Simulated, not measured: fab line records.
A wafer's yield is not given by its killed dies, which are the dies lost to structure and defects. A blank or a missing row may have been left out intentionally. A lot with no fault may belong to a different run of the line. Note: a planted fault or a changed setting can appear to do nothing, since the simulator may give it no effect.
A lot that was struck, set against a sound lot + flow n5_finfet + 16 out of 1938 route steps
Sound: these wafers, L958.1, L958.2, L958.5. Struck: wafer L967.5; the same lot's L967.3 was not struck, so it is left out; see the end for the cause.
At each step with rows: each side's tool, then ch and its chambers, then its first start. Under that, the readings that differ: sound wafers + struck wafers + difference of the means + sigmas: that difference in standard deviations of wafers without a fault.
alike: readings with means less than 2 such deviations apart, plus words and numbers identical on both sides. not compared: withheld readings, readings lacking a value on some wafer, bounds such as >300 that could conceal the same value, and numbers that have no deviation in the record and whose values overlap.
The two part at a step that has a row with sigmas, a row that says differs or no value, or rows on one side only. When numbers do not overlap yet have no deviation, they are printed without sigmas and do not part them. A reading missing from all wafers of one side parts the sides only when that side holds two or more wafers.

first, 8 steps without rows for these wafers: N5_BEOL_M0_SAQP_COAT_81 (time 60 s, resist thk 100 nm); N5_BEOL_M0_SAQP_COAT_82 (time 60 s, resist thk 30 nm); N5_BEOL_M0_SAQP_COAT_08 (resist thk 90 nm); N5_BEOL_M0_SAQP_EBR_10; N5_BEOL_M0_SAQP_SOFTBAKE_09 (time 60 s); N5_BEOL_M0_SAQP_EXPOSE_11 (exposes mask M0 CORE, target cd 42 nm); N5_BEOL_M0_SAQP_PEB_12 (peb time 60 s); N5_BEOL_M0_SAQP_DEVELOP_13 (develop time 30 s).
N5_BEOL_M0_SAQP_CD_MEAS_14 targets a cd of 42.5 nm.
  sound on cd_sem-03 ch 0, day 6 09:00; struck on cd_sem-02 ch 0, day 8 16:40
  alike: cd_nm
N5_BEOL_M0_SAQP_OVL_MEAS_15:
  sound on overlay-02 ch 0, day 6 09:02; struck on overlay-02 ch 0, day 8 16:41
  alike: M0_CORE_OVL
N5_BEOL_M0_SAQP_INSPECT_16: inspects for defects (brightfield).
  struck on defect_inspect-02, day 8 16:43; sound on defect_inspect-02, day 6 09:03
  alike: raw_defect_count
N5_BEOL_M0_SAQP_DESCUM_19: chemistry O2, time 7.9 s.
  sound on rie_diel-06 ch 1,2,3, day 6 09:06; struck on rie_diel-06 ch 1, day 8 16:45
  alike: drypump_motor_current_A, oes_product_au, rf_fwd_power_W, rf_vpp_V, showerhead_plenum_p_Torr, temp_c, throttle_valve_pct
  not compared: rf_hours_counter_h
N5_BEOL_M0_SAQP_ETCH_83: etches SiARC in CF4, target depth 39 nm, time 65 s.
  sound on rie_diel-06 ch 1,2,3, day 6 09:08; struck on rie_diel-06 ch 1, day 8 16:47
| reading               | sound          | struck | difference | sigmas |
|-----------------------|----------------|--------|------------|--------|
| etch_rf_on_time_s (s) | 64.7 63.4 64.4 | 44.0   | -20.2      | -17    |
| oes_product_au (a.u.) | 0.77 0.75 0.63 | 0.95   | +0.23      | +3     |
  alike: drypump_motor_current_A, rf_fwd_power_W, rf_vpp_V, showerhead_plenum_p_Torr, throttle_valve_pct
  not compared: rf_hours_counter_h
N5_BEOL_M0_SAQP_ETCH_84: etches SOC in N2/H2, target depth 100 nm, overetch 20 nm, time 150 s.
  sound on rie_diel-06 ch 1,2,3, day 6 09:11; struck on rie_diel-06 ch 1, day 8 16:50
  alike: drypump_motor_current_A, oes_product_au, rf_fwd_power_W, rf_vpp_V, showerhead_plenum_p_Torr, temp_c, throttle_valve_pct
  not compared: rf_hours_counter_h
-- a jump in the record: the struck wafers' starts before and after are 2 days apart (it breaks off in module BEOL_M0_SAQP and resumes in module BEOL_M4, where the first step shown is number 1111 of the route) --
N5_BEOL_M4_RC_MEAS_101:
  sound on prober-02 ch 0, day 8 13:54; struck on prober-01 ch 0, day 11 01:11
  alike: DIBL_N, DIBL_P, IOFF_N, IOFF_P, ION_N, ION_P, SS_N, SS_P, VT_N, VT_P
-- here the record skips 5 days between the struck wafers' starts before and after, leaving off in module BEOL_M4 and picking up in module PASSIVATION (first step shown: number 1936 of the route) --
N5_PASSIVATION_PROBE_49:
  struck on prober-02, day 16 01:30; sound on prober-02, day 12 17:21
  alike: defect_limited_yield, killed_at_M0_to_M3, killed_at_M4_up, killed_at_contacts, killed_at_front_end, killed_at_other, killed_dies, killed_open, killed_short, sort_bin_5_function, sort_bin_6_memory, sort_bin_8_speed, sort_n_pass, sort_yield_pct

## WHERE THEY PART
Only at N5_BEOL_M0_SAQP_ETCH_83, within this record. Later steps at which nothing parts them and some readings are alike: N5_BEOL_M0_SAQP_ETCH_84, N5_BEOL_M4_RC_MEAS_101, N5_PASSIVATION_PROBE_49.

WHY: whatever the simulator had introduced
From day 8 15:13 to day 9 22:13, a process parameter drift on rie_diel-06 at N5_BEOL_M0_SAQP_ETCH_83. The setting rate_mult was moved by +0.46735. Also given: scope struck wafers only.
